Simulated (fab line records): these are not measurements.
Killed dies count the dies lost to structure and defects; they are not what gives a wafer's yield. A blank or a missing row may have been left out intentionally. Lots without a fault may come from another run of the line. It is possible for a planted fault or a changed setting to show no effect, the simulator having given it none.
8D (eight disciplines) problem report, filled in by code -- flow n5Finfet -- the parts of the form that need people (team, actions taken, sign-off) are left out

== 1. THE PROBLEM ==
N5_BEOL_M4_INSPECT_13, rawDefectCount: mean 1490 over 1 wafer from 1 lot; wafers with no fault: 375, standard deviation 86. Measured from the usual mean, that is +13 standard deviations.
The step: inspects for defects (brightfield).
First observed at day 9 09:32: wafer L161.2, on defectInspect-01. At this step, 27 wafers from 9 lots have a number in the record. Rule for "out" (also "out of limits"): further than 4 standard deviations from the usual mean. Any other wafer with a number is counted as sound.

== 2. WHAT IT IS, WHAT IT ISN'T ==
question,is,is not
which readings at this step,rawDefectCount,-
which lots,L161,"L158, L162, L167, L168, L171, L172, L173, L175"
which wafers of those lots,L161.2,"L161.3, L161.5"
read on which gauges,defectInspect-01,defectInspect-02
when,from day 9 09:32,"up to then (8 sound wafers); but 18 sound wafers of L167, L168, L171, L172, L173, L175 came after"

== 3. SUSPECTS, AND WHAT RULES EACH OUT ==
Counting: any tool at a process step up to the reading remains a suspect provided it ran every lot that is out. Sound lots after the first of them don't rule it out here, since some wafers of a struck lot are sound.
- the gauge at N5_BEOL_M4_INSPECT_13 is ruled out. All the wafers that are out were read on defectInspect-01, but those of them that N5_PASSIVATION_PROBE_49 has rows for are out there too, on other tools.
- cvdCo-01 at N5_BEOL_M3_CO_CAP_55 (material Co, precursor CCTBA/H2, target thk 2 nm, time 102.1 s): kept. The lot that is out, L161, ran on it at day 9 08:17; the last sound lot it ran before that was L162, at day 8 23:40.
- pecvd-04 at N5_BEOL_M3_DEP_57 (deposits SiCN from 3MS/NH3, target thk 8 nm, time 14 s): kept. The lot that is out, L161, ran on it at day 9 08:24; the last sound lot it ran before that was L162, at day 8 23:47.
- pecvd-02 at N5_BEOL_M4_PECVD_72 (deposits SiO2 from TEOS/O2, target thk 16 nm, time 18 s): kept. The lot that is out, L161, ran on it at day 9 08:38; the last sound lot it ran before that was L158, at day 8 08:33.
- cvdCo-01, N5_BEOL_M3_CO_CAP_55: wafers that are out in chamber 1, sound lot-mates in chambers 0, 2.
- pecvd-02, N5_BEOL_M4_PECVD_72: wafers that are out in chamber 1, sound lot-mates in chambers 0, 2.
cvdCo-01 at N5_BEOL_M3_CO_CAP_55, pecvd-04 at N5_BEOL_M3_DEP_57 and pecvd-02 at N5_BEOL_M4_PECVD_72 are what is left after counting.

== 4. THE CAUSE (what the simulator had put in) ==
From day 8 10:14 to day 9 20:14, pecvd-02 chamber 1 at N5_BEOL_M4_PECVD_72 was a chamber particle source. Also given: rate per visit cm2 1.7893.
Of the 3 suspects that counting leaves, this tool is one.

== 5. SEQUENCE OF EFFECTS, ordered by route ==
One row per reading whose mean, taken over the struck wafers that have a number, lies over 3 standard deviations from the usual. Only readings for which the record gives a usual standard deviation are gone through. hours: the time from each lot's start at the first step in this table that gives one to its start at this step, as a median over the lots. sigmas: the change in usual standard deviations.
hours,step,reading,usual,on struck wafers,change,sigmas
0,N5_BEOL_M4_INSPECT_13,rawDefectCount,375,1490,+1115,+13
89,N5_PASSIVATION_PROBE_49,defectLimitedYield,91.0 %,84.1,-6.9,-4.6
89,N5_PASSIVATION_PROBE_49,killed_at_M4_up,13,108,+95,+20
89,N5_PASSIVATION_PROBE_49,killedDies,106,188,+82,+4.6
89,N5_PASSIVATION_PROBE_49,killedOnRim,14,33,+19,+4.5
89,N5_PASSIVATION_PROBE_49,sort_bin_5_function,5.3 %,9.2,+3.9,+4.0
89,N5_PASSIVATION_PROBE_49,sortNPass,1074,992,-82,-4.6
89,N5_PASSIVATION_PROBE_49,sortYieldPct,91.0 %,84.1,-6.9,-4.6
Process steps it contains:
- N5_PASSIVATION_PROBE_49
At these later measuring or inspecting steps, every struck wafer for which the step has a row has a number for every such reading, and none has moved that far: N5_BEOL_M4_RC_MEAS_101.

== 6. HOW IT WOULD HAVE BEEN CAUGHT EARLIER ==
Counted from the fault's start at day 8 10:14, it took 23 hours until the first out-of-limits reading at a measuring or inspecting step in this record, taken at day 9 09:32.
Tool readings at N5_BEOL_M4_PECVD_72 with a usual standard deviation given in the record: none out on any struck wafer, hence no alarm at a limit of 4 standard deviations on them.
All the lots that are out (1) had begun N5_BEOL_M4_PECVD_72 on pecvd-02 by day 9 09:32. Tool hold at that time: it would have spared none of them.
